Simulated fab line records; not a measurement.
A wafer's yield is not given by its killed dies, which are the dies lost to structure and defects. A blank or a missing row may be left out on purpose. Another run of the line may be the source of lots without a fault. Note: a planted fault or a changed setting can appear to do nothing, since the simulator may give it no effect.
Which tool was responsible? + flow nand harc + Sampling: 6 lots, 18 wafers, 4 of 1159 route steps

WHAT THE GAUGES SHOWED, per wafer
NHARC_P_GATE_CD_MEAS_59: the cd target is 720 nm.
| lot  | measured     | on        | cd nm (nm)        |
|------|--------------|-----------|-------------------|
| L410 | day 5 16:10  | cd sem-02 | 719.4 719.4 718.8 |
| L412 | day 5 23:11  | cd sem-03 | 719.8 720.9 721.2 |
| L414 | day 6 06:23  | cd sem-02 | 720.4 719.3 719.6 |
| L417 | day 7 01:47  | cd sem-03 | 719.5 717.8 718.7 |
| L424 | day 9 03:32  | cd sem-01 | 718.6 720.2 719.5 |
| L430 | day 10 14:07 | cd sem-02 | 719.1 718.8 719.7 |

WHICH TOOL RAN EACH LOT (tool, then ch and the chambers of the sampled wafers, then the start)
| lot  | NHARC_P_GATE_ETCH_104              | NHARC_P_GATE_ALD_36               | NHARC_P_GATE_EXPOSE_56            |
|------|------------------------------------|-----------------------------------|-----------------------------------|
| L410 | rie diel-02 ch 2,3, day 5 01:50    | ald sin-03 ch 0,2,3, day 5 05:28  | krf scanner-02 ch 0, day 5 16:00  |
| L412 | rie diel-02 ch 1,3, day 5 08:40    | ald sin-03 ch 0,2, day 5 11:41    | krf scanner-04 ch 0, day 5 23:02  |
| L414 | rie diel-02 ch 1,3, day 5 16:37    | ald sin-01 ch 0,2, day 5 19:05    | krf scanner-03 ch 0, day 6 06:13  |
| L417 | rie diel-02 ch 2,3, day 6 10:24    | ald sin-02 ch 0,1, day 6 13:02    | krf scanner-02 ch 0, day 7 01:37  |
| L424 | rie diel-02 ch 1,2,3, day 8 14:16  | ald sin-03 ch 0,1,3, day 8 17:31  | krf scanner-02 ch 0, day 9 03:23  |
| L430 | rie diel-12 ch 1,2,3, day 10 00:46 | ald sin-03 ch 0,1,3, day 10 03:01 | krf scanner-02 ch 0, day 10 13:58 |
- NHARC_P_GATE_ETCH_104: etches the open film in CF4/CHF3, target depth 60 nm.
- NHARC_P_GATE_ALD_36: deposits SiNx, target thk 20 nm, pulse time 60 s, ald cycles 223.
- NHARC_P_GATE_EXPOSE_56: exposes mask P PSD, target cd 720 nm.

THE ANSWER, worked out from the rows above alone
Rule: the usual values come from the lots themselves. Put in order of their means at a reading, lots are off if they are a third of the lots or fewer, leave a main group of 4 or more, and stand apart from it by a gap of 3 or more times the standard deviation of the main group's means; of several such gaps the widest counts. A main group is skipped when, at the precision printed for the reading in the tables above, its means are all equal. A lot without any number at a reading at which 4 lots or more have one is off too. Where the step has rows for the other lots, those lots are counted as sound.
None of the lots is off at any reading shown; this tells nothing.

WHAT THE SIMULATOR HAD PUT IN
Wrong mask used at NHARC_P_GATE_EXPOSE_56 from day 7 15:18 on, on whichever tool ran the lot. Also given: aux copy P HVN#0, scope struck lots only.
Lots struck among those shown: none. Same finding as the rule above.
